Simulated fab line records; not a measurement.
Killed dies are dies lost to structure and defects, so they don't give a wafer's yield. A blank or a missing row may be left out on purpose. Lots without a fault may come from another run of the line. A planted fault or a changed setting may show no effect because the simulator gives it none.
Matching of chambers | flow n5Finfet | rieDiel-06 running N5_BEOL_M5_ETCH_68: 4 sister chambers
The step etches SOC in N2/H2, target depth 80 nm, overetch 16 nm, time 120 s. 4 wafers are shown with their chamber, then 10 later ones without.

WAFERS, EACH WITH ITS CHAMBER
wafer  | chamber | drypumpMotorCurrentA (A)
L084.2 | 0       | 6.2
L085.4 | 3       | 5.8
L088.1 | 1       | 5.2
L088.4 | 2       | 6.6

WAFERS WHOSE CHAMBER IS MISSING
wafer  | drypumpMotorCurrentA (A)
L088.6 | 6.6
L091.2 | 5.3
L091.3 | 6.6
L091.4 | 6.2
L092.2 | 6.6
L092.4 | 6.3
L092.5 | 6.6
L095.1 | 5.2
L095.3 | 6.6
L095.6 | 5.2

WHICH CHAMBER EACH ONE RAN IN
wafer  | from the rows above | in truth
L088.6 | 2                   | 2
L091.2 | 1                   | 1
L091.3 | 2                   | 2
L091.4 | 0                   | 0
L092.2 | 2                   | 2
L092.4 | 0                   | 0
L092.5 | 2                   | 2
L095.1 | 1                   | 1
L095.3 | 2                   | 2
L095.6 | 1                   | 1
Correctly placed: 10 of 10. Number that these rows cannot place: 0. Number placed wrongly: 0.
How it was worked out, from the rows above alone: a wafer's distance from a chamber is the root of the sum, over the readings, of the square of ((its reading less the chamber's mean) divided by the reading's scatter). The wafer belongs to the nearest chamber; if the next one is less than 2 further off, it can't be placed. Each chamber's mean is taken over the wafers shown for it. The scatter (one wafer shown for each chamber): square how far every hidden wafer sits from the nearest shown wafer, average those squares and take the square root.
